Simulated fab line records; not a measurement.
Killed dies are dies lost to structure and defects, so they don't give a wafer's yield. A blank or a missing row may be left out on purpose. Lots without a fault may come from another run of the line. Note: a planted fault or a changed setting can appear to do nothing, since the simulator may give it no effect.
3 desks, one fault ; flow n5_finfet ; every desk sees just its own numbers, and what lay behind them comes last

## THE DEFECT DESK
For each lot, the counts of the inspections along the route, averaged over the sampled wafers that have a number. Marked OUT: a lot whose mean sits more than 4 standard deviations from the usual mean, which makes it out of limits; the brackets give that distance.
Columns: A = raw_defect_count at N5_BEOL_M15_INSPECT_12, usual 2.3; B = raw_defect_count at N5_BEOL_M15_INSPECT_30, usual 2.1
lot;first seen here;A;B
L699;day 11 14:11;2.0;2.0
L707;day 13 07:03;4.0;2.7
L713;day 14 14:59;2.3;3.0
L711;day 14 19:14;2.0;3.0
L719;day 17 03:38;2.7;4.0
L720;day 18 06:08;0.7;3.0
Finding of this desk: none of the 6 lots has anything out of limits.

## DESK OF THE TOOL OWNER: litho_track-02
The tool's own readings at N5_BEOL_M15_COAT_22 (resist thk 800 nm): means of the sampled wafers that have a number, for each lot that ran on this tool. Marked OUT: a lot whose mean sits more than 4 standard deviations from the usual mean, which makes it out of limits; the brackets give that distance.
Columns: A = spin_speed_rpm at N5_BEOL_M15_COAT_22, usual 1704.0 rpm
lot;first seen here;A
L699;day 11 15:58;1702.3
L713;day 14 16:07;1777.7 (+57) OUT
L711;day 14 20:22;1776.2 (+56) OUT
L720;day 18 07:19;1703.0
This desk finds L711, L713 out of limits, L713 being first, at day 14 16:07 (spin_speed_rpm at N5_BEOL_M15_COAT_22). Within limits: L699, L720.

## THE METROLOGY DESK
What the gauges read, lot by lot, whatever tool the lot ran on: means of the sampled wafers that have a number. Marked OUT: a lot whose mean sits more than 4 standard deviations from the usual mean, which makes it out of limits; the brackets give that distance.
Columns: A = cd_nm at N5_BEOL_M15_CD_MEAS_17, usual 360.4 nm; B = cd_nm at N5_BEOL_M15_CD_MEAS_28, usual 406.0 nm; C = M15_OVL at N5_BEOL_M15_OVL_MEAS_29, usual 4 nm
lot;first seen here;A;B;C
L699;day 11 15:19;359.5;405.5;-4
L707;day 13 07:37;359.7;405.5;-3
L713;day 14 15:31;360.2;409.1;-2
L711;day 14 19:46;360.0;406.9;-1
L719;day 17 04:11;363.6;404.4;-7
L720;day 18 06:40;361.1;405.3;3
Finding of this desk: none of the 6 lots has anything out of limits.

## PUT TOGETHER
On L711, L713, at day 14 16:07, an alarm was possible from the tool owner's desk.
Nothing out of limits was seen by the defect desk.
The metrology desk saw nothing out of limits.
The defect desk has L711, L713 on record, within its limits.
The metrology desk holds a record of L711, L713, inside its limits.
On litho_track-02, each named lot ran N5_BEOL_M15_COAT_22.

## WHAT THE SIMULATOR HAD PUT IN
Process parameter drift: litho_track-02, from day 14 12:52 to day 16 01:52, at N5_BEOL_M15_COAT_22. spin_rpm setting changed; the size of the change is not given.
Lots struck among those shown: L711, L713.
How many hours passed from the start of the fault until each desk's first out-of-limits reading: the tool owner's desk, 3.
